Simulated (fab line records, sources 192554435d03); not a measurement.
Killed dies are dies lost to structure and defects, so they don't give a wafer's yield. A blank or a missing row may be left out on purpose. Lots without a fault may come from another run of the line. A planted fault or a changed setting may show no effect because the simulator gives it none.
Split-lot experiment | flow n5_finfet | 7 lots, 39 wafers read, on a route of 1938 steps

THE SPLIT
At N5_MOL_CONTACT_COAG_ETCHBACK_135 (etches SiO2 in CHF3, target depth 25 nm, time 16.7 s), the setting time_s was moved away from the recipe's 16.7 s on 12 of the 39 wafers read, by -23.1% to +13.1%. The other wafers ran this setting at the recipe's value.

The reading is taken at the split's own step.

THE READING
SOC_of_MOL_CONTACT_COAG_COAT_75.thk_nm (the simulator's own value, which no gauge read), in nm, at N5_MOL_CONTACT_COAG_ETCHBACK_135 (etches SiO2 in CHF3, target depth 25 nm, time 16.7 s). The file gives no usual value for it. The 27 wafers here that ran the recipe average 57.6 nm, standard deviation 0.19 nm.

wafer  | tool, chamber at the split | time_s as run, s | against the recipe | SOC_of_MOL_CONTACT_COAG_COAT_75.thk_nm, nm | against lot-mates on the recipe
L074.1 | rie_diel-02, 0,3           | 16.7             | recipe             | 57.6                                       | -
L074.3 | rie_diel-02, 0,3           | 16.7             | recipe             | 57.6                                       | -
L074.2 | rie_diel-02, 1,0,3         | 18.89            | +13.1%             | 57.4                                       | -0.3
L074.4 | rie_diel-02, 1,0,3         | 18.89            | +13.1%             | 57.4                                       | -0.3
L074.5 | rie_diel-02, 1,0,3         | 18.89            | +13.1%             | 57.4                                       | -0.3
L074.6 | rie_diel-02, 1             | 16.7             | recipe             | 57.8                                       | -
L078.1 | rie_diel-06, 2,1           | 17.83            | +6.8%              | 57.4                                       | -0.3
L078.4 | rie_diel-06, 2,1           | 17.83            | +6.8%              | 57.4                                       | -0.3
L078.2 | rie_diel-06, 1,0           | 16.7             | recipe             | 57.8                                       | -
L078.3 | rie_diel-06, 1,0           | 16.7             | recipe             | 57.8                                       | -
L078.5 | rie_diel-06, 2             | 16.7             | recipe             | 57.6                                       | -
L078.6 | rie_diel-06, 0             | 17.83            | +6.8%              | 57.6                                       | -0.1
L077.1 | rie_diel-02, 1,0,2,3       | 16.7             | recipe             | 57.4                                       | -
L077.2 | rie_diel-02, 1,0,2,3       | 16.7             | recipe             | 57.4                                       | -
L077.3 | rie_diel-02, 1,0,2,3       | 16.7             | recipe             | 57.4                                       | -
L077.6 | rie_diel-02, 1,0,2,3       | 16.7             | recipe             | 57.4                                       | -
L077.4 | rie_diel-02, 3             | 16.7             | recipe             | 57.6                                       | -
L077.5 | rie_diel-02, 2             | 16.7             | recipe             | 57.2                                       | -
L086.1 | rie_diel-02, 0,2,2         | 13.03            | -22.0%             | 57.8                                       | +0.5
L086.3 | rie_diel-02, 0,2,2         | 13.03            | -22.0%             | 57.8                                       | +0.5
L086.6 | rie_diel-02, 0,2,2         | 13.03            | -22.0%             | 57.8                                       | +0.5
L086.2 | rie_diel-02, 1,3           | 16.7             | recipe             | 57.2                                       | -
L086.4 | rie_diel-02, 1,3           | 16.7             | recipe             | 57.2                                       | -
L086.5 | rie_diel-02, 1             | 16.7             | recipe             | 57.4                                       | -
L087.1 | rie_diel-02, 0             | 16.7             | recipe             | 57.8                                       | -
L087.2 | rie_diel-02, 1             | 16.7             | recipe             | 57.4                                       | -
L087.5 | rie_diel-02, 1             | 16.7             | recipe             | 57.6                                       | -
L088.1 | rie_diel-04, 0,2,2,0,3     | 16.7             | recipe             | 57.6                                       | -
L088.3 | rie_diel-04, 0,2,2,0,3     | 16.7             | recipe             | 57.6                                       | -
L088.4 | rie_diel-04, 0,2,2,0,3     | 16.7             | recipe             | 57.6                                       | -
L088.5 | rie_diel-04, 0,2,2,0,3     | 16.7             | recipe             | 57.6                                       | -
L088.6 | rie_diel-04, 0,2,2,0,3     | 16.7             | recipe             | 57.6                                       | -
L088.2 | rie_diel-04, 3             | 16.7             | recipe             | 57.4                                       | -
L090.1 | rie_diel-02, 3             | 12.85            | -23.1%             | 58.2                                       | +0.4
L090.5 | rie_diel-02, 3             | 12.85            | -23.1%             | 58.2                                       | +0.4
L090.2 | rie_diel-02, 0,1,0         | 16.7             | recipe             | 57.8                                       | -
L090.4 | rie_diel-02, 0,1,0         | 16.7             | recipe             | 57.8                                       | -
L090.6 | rie_diel-02, 0,1,0         | 16.7             | recipe             | 57.8                                       | -
L090.3 | rie_diel-02, 2             | 12.85            | -23.1%             | 58.4                                       | +0.6
Where a row lists several chambers, the file gives one row for several wafers and doesn't say which wafer went through which chamber.

THE FIT
A straight line over all 39 wafers: SOC_of_MOL_CONTACT_COAG_COAT_75.thk_nm changes by -0.0195 nm for each +1% of time_s; r = -0.70; the points scatter about the line by 0.19 nm.
The same after taking each lot's own level away (the mean of its wafers on the recipe; 39 wafers): -0.0227 nm for each +1%; r = -0.91; scatter 0.1 nm.
On that fit, the largest move of time_s shifts the reading by 0.52 nm.
The lots' own levels span 57.27 to 57.80 nm, that is 2.8 times the standard deviation above.
So the lot-to-lot level blurs the effect unless lot-mates are compared.
Check: with one of the wafers moved furthest among these (-23.1%) left out of the fit, the line predicts +0.536 nm for it against its lot-mates. It came out at +0.4 nm against them.

OTHER SPLITS ON THESE WAFERS
These wafers also went through other splits before the reading. Each is held against what the fit with the lots' levels taken away leaves over:
other split on the same wafers         | wafers away from the commonest value | r with SOC_of_MOL_CONTACT_COAG_COAT_75.thk_nm (lot level and that fit taken away)
N5_FIN_SAQP_SPACER1_ALD_24 ald_cycles  | 18                                   | +0.00
N5_DUMMY_GATE_HM_DEP_06 time_s         | 30                                   | +0.12
N5_MOL_CONTACT_COAG_ALD_27 time_s      | 18                                   | -0.06
N5_MOL_CONTACT_COAG_ALD_123 ald_cycles | 9                                    | -0.34

THE FILE'S OWN FIT
SOC_of_MOL_CONTACT_COAG_COAT_75.thk_nm changes by -0.0225 nm for each +1% of time_s, r = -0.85.
